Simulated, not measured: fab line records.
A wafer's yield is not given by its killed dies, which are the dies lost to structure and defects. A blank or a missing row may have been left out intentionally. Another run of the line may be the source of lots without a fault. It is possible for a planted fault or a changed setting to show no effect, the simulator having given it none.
Chamber matching	flow n5-finfet	4 sister chambers for N5_BEOL_M0_SAQP_ETCH_102 on rie-si-03
The step etches SiO2 in CF4, target depth 4 nm, time 4.4 s. 20 wafers are shown with their chamber, then 10 later ones without.

EACH WAFER AND ITS CHAMBER
wafer	chamber	throttle-valve-pct (%)	drypump-motor-current-A (A)	oes-product-au (a.u.)
L075.2	1	21.66	5.60	1.031
L075.4	0	21.92	5.39	0.984
L075.5	3	21.87	6.06	1.040
L078.1	1	21.69	5.63	1.026
L078.4	2	21.53	5.81	1.001
L078.6	1	21.69	5.64	1.025
L080.1	3	21.87	6.10	1.021
L080.3	0	21.94	5.36	0.975
L080.4	2	21.52	5.82	1.012
L081.2	2	21.54	5.81	1.008
L081.3	1	21.67	5.64	1.031
L081.4	3	21.85	6.02	1.028
L085.2	0	21.93	5.42	0.983
L085.3	3	21.86	6.09	1.014
L085.6	2	21.54	5.82	1.004
L088.1	2	21.53	5.81	1.001
L088.2	1	21.67	5.61	1.035
L088.4	3	21.86	6.09	1.019
L089.1	1	21.68	5.61	1.032
L089.4	2	21.53	5.81	1.002

SIGNATURES, as means of the wafers listed above
reading	chamber 0	chamber 1	chamber 2	chamber 3	scatter within a chamber
throttle-valve-pct	21.9300	21.6767	21.5317	21.8620	0.00967
drypump-motor-current-A	5.3900	5.6217	5.8133	6.0720	0.0219
oes-product-au	0.98067	1.03000	1.00467	1.02440	0.00625
Rule: a wafer's distance from a chamber is the root of the sum, over the readings, of the square of ((its reading less the chamber's mean) divided by the reading's scatter). The wafer belongs to the nearest chamber; if the next one is less than 2 further off, it can't be placed. The scatter: the root of (the sum of the squares of (reading less its chamber's mean) over the shown wafers, divided by (wafers less chambers)).

WAFERS MISSING THEIR CHAMBER
wafer	throttle-valve-pct (%)	drypump-motor-current-A (A)	oes-product-au (a.u.)
L089.6	21.55	5.82	1.009
L090.1	21.84	6.07	1.025
L090.3	21.94	5.38	0.985
L090.6	21.65	5.62	1.033
L091.1	21.53	5.82	1.004
L091.2	21.92	5.45	0.973
L091.3	21.67	5.60	1.025
L094.2	21.68	5.61	1.039
L094.5	21.93	5.40	0.981
L094.6	21.86	6.10	1.027

THE CHAMBER EACH PASSED THROUGH
wafer	from the rows above	in truth
L089.6	2	2
L090.1	3	3
L090.3	0	0
L090.6	1	1
L091.1	2	2
L091.2	0	0
L091.3	1	1
L094.2	1	1
L094.5	0	0
L094.6	3	3
10 of 10 placed correctly. Not placeable from these rows: 0. Number placed wrongly: 0.
